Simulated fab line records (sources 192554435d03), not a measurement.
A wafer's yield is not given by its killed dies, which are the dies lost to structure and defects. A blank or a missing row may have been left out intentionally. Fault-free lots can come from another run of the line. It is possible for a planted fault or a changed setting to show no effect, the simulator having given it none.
Which tool is to blame? ; flow n5-finfet ; 11 lots with 33 wafers sampled at 4 steps, on a route of 1938 steps

## WHAT EACH GAUGE READ, for each wafer
N5_BEOL_M10_CD_MEAS_18: pitch 140 nm, target cd 70 nm. Usual: 70.1 nm for cd-nm, sd 0.63.
lot;measured;on;cd-nm (nm);flag
L246;day 10 05:58;cd-sem-03;70.2 70.7 70.5;
L251;day 11 15:19;cd-sem-02;70.6 69.9 71.2;
L250;day 11 15:28;cd-sem-01;70.0 70.6 70.9;
L254;day 12 16:14;cd-sem-03;70.4 70.5 69.8;
L255;day 13 00:00;cd-sem-02;69.4 70.3 68.9;
L260;day 14 20:47;cd-sem-01;70.4 70.5 69.4;
L259;day 14 21:34;cd-sem-03;70.9 70.7 71.3;
L265;day 17 02:40;cd-sem-02;69.6 70.1 70.8;
L269;day 17 02:52;cd-sem-03;70.2 69.5 70.4;
L268;day 17 07:18;cd-sem-01;69.9 70.7 70.1;
L267;day 17 10:10;cd-sem-03;71.7 70.0 70.9;

N5_BEOL_M10_OVL_MEAS_29. Usual: V9_OVL -0.6 nm, standard deviation 0.8.
lot;measured;on;V9_OVL (nm);flag
L246;day 10 07:39;overlay-02;-1.1 -0.6 0.0;
L251;day 11 15:46;overlay-01;-0.5 -0.7 -1.0;
L250;day 11 16:03;overlay-01;-1.9 -0.1 -1.0;
L254;day 12 17:22;overlay-02;-1.5 0.5 -0.7;
L255;day 13 02:53;overlay-02;1.3 0.1 1.0;
L260;day 14 21:14;overlay-02;9.3 8.7 9.2;OFF
L259;day 14 22:16;overlay-01;9.2 8.6 8.7;OFF
L265;day 17 04:55;overlay-02;-0.9 0.4 -0.7;
L269;day 17 04:58;overlay-01;-1.1 -0.9 -1.4;
L268;day 17 07:37;overlay-01;-0.4 0.1 -0.3;
L267;day 17 11:34;overlay-02;-0.2 0.5 0.3;

## EACH LOT AND THE TOOL THAT RAN IT (in order: tool; ch and the chambers of the sampled wafers; start)
lot;N5_BEOL_M10_HM_OPEN_17;N5_BEOL_M10_EXPOSE_25
L246;rie-metal-03 ch 0,1, day 10 05:42;arfi-scanner-01 ch 0, day 10 07:29
L251;rie-metal-01 ch 0,1, day 11 15:02;arfi-scanner-01 ch 0, day 11 15:37
L250;rie-metal-02 ch 0,1, day 11 15:19;arfi-scanner-01 ch 0, day 11 15:55
L254;rie-metal-03 ch 0,1, day 12 16:01;arfi-scanner-03 ch 0, day 12 17:13
L255;rie-metal-02 ch 1, day 12 23:49;arfi-scanner-03 ch 0, day 13 02:44
L260;rie-metal-03 ch 0,1, day 14 20:36;arfi-scanner-01 ch 0, day 14 21:04
L259;rie-metal-01 ch 0,1, day 14 21:18;arfi-scanner-01 ch 0, day 14 22:05
L265;rie-metal-01 ch 1, day 17 02:21;arfi-scanner-02 ch 0, day 17 04:45
L269;rie-metal-03 ch 0,1, day 17 02:36;arfi-scanner-02 ch 0, day 17 04:48
L268;rie-metal-01 ch 1, day 17 07:04;arfi-scanner-02 ch 0, day 17 07:28
L267;rie-metal-03 ch 0,1, day 17 09:56;arfi-scanner-03 ch 0, day 17 11:25
- N5_BEOL_M10_HM_OPEN_17: chemistry Cl2/BCl3, target TiN, target depth 20 nm, overetch 6 nm.
- N5_BEOL_M10_EXPOSE_25: exposes mask V9.

## WHAT THE TOOLS THEMSELVES READ (means of the sampled wafers that have a number; where no wafer has one, the mark that the record gives instead)
N5_BEOL_M10_HM_OPEN_17. Usual: bcl3-flow-sccm 21.75 sccm, standard deviation 0.064; drypump-motor-current-A 5.8 A, standard deviation 0.58; oes-product-au 0.69 a.u., standard deviation 0.08; throttle-valve-pct 22.2 %, standard deviation 0.4.
lot;tool;bcl3-flow-sccm (sccm);drypump-motor-current-A (A);oes-product-au (a.u.);throttle-valve-pct (%);flag
L246;rie-metal-03;21.76;5.8;0.80;22.1;
L251;rie-metal-01;21.74;5.6;0.67;22.4;
L250;rie-metal-02;21.81;6.2;0.64;22.3;
L254;rie-metal-03;21.81;6.2;0.75;21.9;
L255;rie-metal-02;21.74;6.7;0.57;22.5;
L260;rie-metal-03;21.74;6.2;0.73;21.9;
L259;rie-metal-01;21.75;5.6;0.66;22.4;
L265;rie-metal-01;21.69;5.4;0.70;22.3;
L269;rie-metal-03;21.75;5.8;0.73;22.1;
L268;rie-metal-01;21.63;5.4;0.68;22.3;
L267;rie-metal-03;21.88;5.8;0.72;22.1;

## THE ANSWER, worked out from the rows above alone
Rule: a lot counts as off when the mean over its wafers that have a number is more than 3 standard deviations away from the usual mean. A lot without any number at a reading at which 4 lots or more have one is off too. Where the step has rows for the other lots, those lots are counted as sound. First the gauges in route order, then the tools' own readings, where a lot's mean is used as printed above. At the first step where some lot is off, the reading lying furthest off is the one used; lots without a number count as furthest.
Off: at N5_BEOL_M10_OVL_MEAS_29 (V9_OVL), L260, L259.
If a tool, at a process step before that reading, ran all the lots that are off and no sound lot after the first of them, it fits. The gauges at N5_BEOL_M10_OVL_MEAS_29 are tried like those tools. One fits: N5_BEOL_M10_EXPOSE_25 on arfi-scanner-01. Its last sound lot is L250 (day 11 15:55), its first lot that is off L260 (day 14 21:04): a fault that began between those two fits.

## WHAT THE SIMULATOR HAD INSERTED
Scanner matching overlay: arfi-scanner-01, from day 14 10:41 on, at N5_BEOL_M10_EXPOSE_25. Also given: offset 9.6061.
Struck lots among those shown: L260, L259. Same finding as the rule above.
